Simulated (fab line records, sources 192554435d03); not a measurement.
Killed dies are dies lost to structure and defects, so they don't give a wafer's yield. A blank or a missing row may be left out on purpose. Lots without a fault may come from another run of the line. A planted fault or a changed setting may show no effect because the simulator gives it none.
Chamber matching | flow n5_finfet | N5_HKMG_FIN_ETCH_35 on rie_diel-03: 4 sister chambers
The step etches SOC in N2/H2, target depth 215.8 nm, time 243.4 s. 8 wafers are shown with their chamber, then 8 later ones without.

WAFERS WITH THEIR CHAMBER
wafer  | chamber | drypump_motor_current_A (A) | oes_product_au (a.u.)
L080.3 | 2       | 5.5                         | 0.70
L083.3 | 0       | 6.3                         | 0.68
L083.4 | 3       | 5.9                         | 0.74
L083.5 | 3       | 6.0                         | 0.74
L084.1 | 2       | 5.5                         | 0.68
L084.2 | 0       | 6.3                         | 0.68
L084.4 | 1       | 6.4                         | 0.78
L090.1 | 1       | 6.3                         | 0.78

WAFERS WITHOUT THEIR CHAMBER
wafer  | drypump_motor_current_A (A) | oes_product_au (a.u.)
L090.2 | 5.5                         | 0.69
L090.6 | 5.9                         | 0.73
L095.1 | 5.9                         | 0.72
L095.2 | 6.3                         | 0.67
L095.4 | 6.3                         | 0.66
L097.1 | 5.9                         | 0.72
L097.3 | 5.5                         | 1.04
L097.5 | 5.5                         | 1.03

WHICH CHAMBER EACH WENT THROUGH
wafer  | from the rows above | in truth
L090.2 | 2                   | 2
L090.6 | 3                   | 3
L095.1 | 3                   | 3
L095.2 | 0                   | 0
L095.4 | 0                   | 0
L097.1 | 3                   | 3
L097.3 | 1                   | 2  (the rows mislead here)
L097.5 | 1                   | 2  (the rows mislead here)
Placed correctly: 6 of 8. Can't be placed from these rows: 0. Placed wrongly: 2.
How it was worked out, from the rows above alone: a wafer's distance from a chamber is the root of the sum, over the readings, of the square of ((its reading less the chamber's mean) divided by the reading's scatter). The wafer belongs to the nearest chamber; if the next one is less than 2 further off, it can't be placed. A chamber's mean is the mean of its shown wafers. The scatter: the root of (the sum of the squares of (reading less its chamber's mean) over the shown wafers, divided by (wafers less chambers)).
